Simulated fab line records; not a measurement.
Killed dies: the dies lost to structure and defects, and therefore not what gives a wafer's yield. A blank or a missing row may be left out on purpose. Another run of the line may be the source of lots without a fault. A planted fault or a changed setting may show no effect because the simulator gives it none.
Chamber matching | flow nandHarc | NHARC_P_M1_DEP_33 on pecvd-03 has 3 sister chambers
The step deposits SiCN, target thk 30 nm. 20 wafers are shown with their chamber, then 10 later ones without.

WAFERS WITH THEIR CHAMBER
wafer  | chamber | heaterPowerW (W)
L075.3 | 1       | 425
L075.4 | 1       | 432
L075.6 | 0       | 557
L078.2 | 1       | 539
L078.4 | 1       | 546
L078.6 | 0       | 504
L080.1 | 0       | 542
L080.2 | 2       | 555
L080.4 | 1       | 530
L082.1 | 0       | 595
L082.2 | 2       | 532
L082.3 | 1       | 443
L086.2 | 0       | 506
L086.3 | 0       | 482
L086.5 | 1       | 544
L088.1 | 0       | 537
L088.5 | 0       | 553
L088.6 | 1       | 502
L091.1 | 2       | 629
L091.2 | 1       | 465

SIGNATURES (averages over the wafers above)
reading      | chamber 0 | chamber 1 | chamber 2 | scatter within a chamber
heaterPowerW | 534.50    | 491.78    | 572.00    | 45.2
Rule: for a wafer and a chamber, the distance is found by dividing, reading by reading, the gap between the wafer's reading and the chamber's mean by the reading's scatter, squaring, summing and taking the root. If the next closest chamber is less than 2 further off than the closest, the wafer can't be placed; otherwise it belongs to the closest. The scatter: take each reading less its chamber's mean, square it, sum over the shown wafers, divide by the number of wafers less the number of chambers, and take the root.

WAFERS WITH NO CHAMBER GIVEN
wafer  | heaterPowerW (W)
L091.5 | 521
L093.1 | 462
L093.3 | 653
L093.5 | 453
L094.3 | 583
L094.4 | 452
L094.5 | 592
L096.1 | 600
L096.2 | 446
L096.3 | 657

WHICH CHAMBER EACH WENT THROUGH
wafer  | from the rows above          | in truth
L091.5 | can't be placed: 0 or 1 or 2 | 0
L093.1 | can't be placed: 1 or 0 or 2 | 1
L093.3 | can't be placed: 2 or 0 or 1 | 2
L093.5 | can't be placed: 1 or 0 or 2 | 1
L094.3 | can't be placed: 2 or 0 or 1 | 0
L094.4 | can't be placed: 1 or 0 or 2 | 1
L094.5 | can't be placed: 2 or 0 or 1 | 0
L096.1 | can't be placed: 2 or 0 or 1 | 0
L096.2 | can't be placed: 1 or 0 or 2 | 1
L096.3 | can't be placed: 2 or 0 or 1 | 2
0 of 10 placed correctly. These rows do not allow placing 10 (true chamber among the candidates in 10). Number placed wrongly: 0.
